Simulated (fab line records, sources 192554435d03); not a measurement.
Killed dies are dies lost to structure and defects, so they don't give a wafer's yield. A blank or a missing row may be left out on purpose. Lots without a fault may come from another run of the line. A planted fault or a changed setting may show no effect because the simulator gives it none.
Problem report in the 8D (eight disciplines) form, filled by code | flow n5_finfet | the parts of the form that need people (team, actions taken, sign-off) are left out

1. THE PROBLEM
run_length_s at N5_BEOL_M0_SAQP_PECVD_96 reads a mean of 67.2 s on 3 wafers of 2 lots; wafers without a fault read 81.5 s with a standard deviation of 0.57. That is -25 standard deviations from the usual mean.
The step: deposits a-Si from SiH4/He, target thk 45 nm, time 45.2 s.
First seen on wafer L169.2, day 9 02:52, on pecvd-04. The record holds 23 wafers of 9 lots with a number at this step. Rule for "out", or "out of limits": more than 4 standard deviations from the usual mean. The other wafers with a number count as sound.

2. WHAT IT IS AND WHAT IT IS NOT
question                    | is                     | is not
which readings at this step | run_length_s           | heater_power_w, showerhead_plenum_p_Torr, throttle_valve_pct
which lots                  | L169, L171             | L158, L159, L163, L164, L165, L166, L174
which wafers of those lots  | L169.2, L169.3, L171.3 | L171.1
read on which tools         | pecvd-04               | pecvd-01, pecvd-03
when                        | from day 9 02:52       | up to then (18 sound wafers); but 2 sound wafers of L171, L174 came after

3. SUSPECTS, AND WHAT RULES EACH OUT
Counting: a tool at a process step up to the reading stays a suspect if it ran every lot that is out. Sound lots after the first of them don't rule it out here, since some wafers of a struck lot are sound.
- rie_diel-03 at N5_MOL_CONTACT_COAG_STRIP_72 (strips in N2/H2): kept. It ran every lot that is out, first L169 (day 8 19:47); its last sound lot up to then is L164 (day 7 12:23).
- pecvd-04 at N5_BEOL_M0_SAQP_PECVD_96 (deposits a-Si from SiH4/He, target thk 45 nm, time 45.2 s): kept. It ran every lot that is out, first L169 (day 9 02:52); its last sound lot up to then is L164 (day 7 18:10). Its own readings are out on those wafers: run_length_s.
- Within rie_diel-03 at N5_MOL_CONTACT_COAG_STRIP_72: the wafers that are out ran in chambers 2, 3; their sound lot-mates ran in chamber 1.
Left after counting: rie_diel-03 at N5_MOL_CONTACT_COAG_STRIP_72, pecvd-04 at N5_BEOL_M0_SAQP_PECVD_96.

4. THE CAUSE (what the simulator had put in)
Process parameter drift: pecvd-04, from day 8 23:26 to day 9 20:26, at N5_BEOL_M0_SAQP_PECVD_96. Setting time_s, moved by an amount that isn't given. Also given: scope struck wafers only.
Counting left 2 suspects, and this tool is among them.

5. THE CHAIN OF EFFECTS, in route order
Each row: a reading whose mean over the struck wafers that have a number lies more than 3 standard deviations from the usual. Only readings for which the record gives a usual standard deviation are gone through. hours: the time from each lot's start at the first step in this table that gives one to its start at this step, as a median over the lots. sigmas: the change in usual standard deviations.
hours | step                             | reading        | usual      | on struck wafers | change | sigmas
0     | N5_BEOL_M0_SAQP_PECVD_96         | run_length_s   | 81.5 s     | 67.2             | -14.3  | -25
3     | N5_BEOL_M0_SAQP_MANDREL_ETCH_103 | oes_product_au | 0.681 a.u. | 0.556            | -0.125 | -11
The process steps in it:
- N5_BEOL_M0_SAQP_PECVD_96: deposits a-Si from SiH4/He, target thk 45 nm, time 45.2 s.
- N5_BEOL_M0_SAQP_MANDREL_ETCH_103: etches a-Si in HBr/Cl2, stops on SiCN, target depth 45 nm, bt time 10 s, time 27 s.
Later measuring or inspecting steps at which every struck wafer that the step has a row for has a number for every such reading, and none has moved that far: N5_BEOL_M4_RC_MEAS_101.

6. WHAT WOULD HAVE CAUGHT IT SOONER
In this record the first reading out of limits was taken at day 9 02:52, 3 hours after the fault began at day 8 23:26.
